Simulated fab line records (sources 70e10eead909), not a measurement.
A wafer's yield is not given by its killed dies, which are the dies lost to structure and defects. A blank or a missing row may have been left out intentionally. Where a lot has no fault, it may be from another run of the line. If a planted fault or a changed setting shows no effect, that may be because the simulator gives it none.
Chamber matching -- flow nandHarc -- 4 sister chambers for NHARC_P_CONTACT_CMP_01 on cmp-01
The step polishes SiO2, target thk 200 nm. 8 wafers are shown with their chamber, then 10 later ones without.

## EACH WAFER AND ITS CHAMBER
wafer,chamber,motorCurrentA (A)
L085.4,2,12.0
L087.1,0,11.6
L087.2,3,11.2
L089.1,0,12.1
L089.2,1,13.9
L089.3,3,11.3
L089.4,2,12.6
L089.5,1,14.0

## WAFERS WHOSE CHAMBER IS MISSING
wafer,motorCurrentA (A)
L089.6,11.8
L090.1,10.9
L090.3,12.1
L090.4,13.8
L090.2,12.5
L090.5,14.7
L090.6,11.2
L091.1,12.0
L091.3,13.6
L091.5,13.7

## THE CHAMBER EACH PASSED THROUGH
wafer,from the rows above,in truth
L089.6,can't be placed: 0 or 2 or 3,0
L090.1,3,3
L090.3,can't be placed: 2 or 0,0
L090.4,1,1
L090.2,can't be placed: 2 or 0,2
L090.5,1,1
L090.6,3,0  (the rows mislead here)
L091.1,can't be placed: 0 or 2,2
L091.3,1,1
L091.5,1,1
Correctly placed: 5 of 10. From these rows, 4 cannot be placed; in 4 the true chamber is one of the candidates. Wrongly placed: 1.
How it was worked out, from the rows above alone: a wafer's distance from a chamber is the root of the sum, over the readings, of the square of ((its reading less the chamber's mean) divided by the reading's scatter). The wafer belongs to the nearest chamber; if the next one is less than 2 further off, it can't be placed. Each chamber's mean is taken over the wafers shown for it. The scatter: the root of (the sum of the squares of (reading less its chamber's mean) over the shown wafers, divided by (wafers less chambers)).
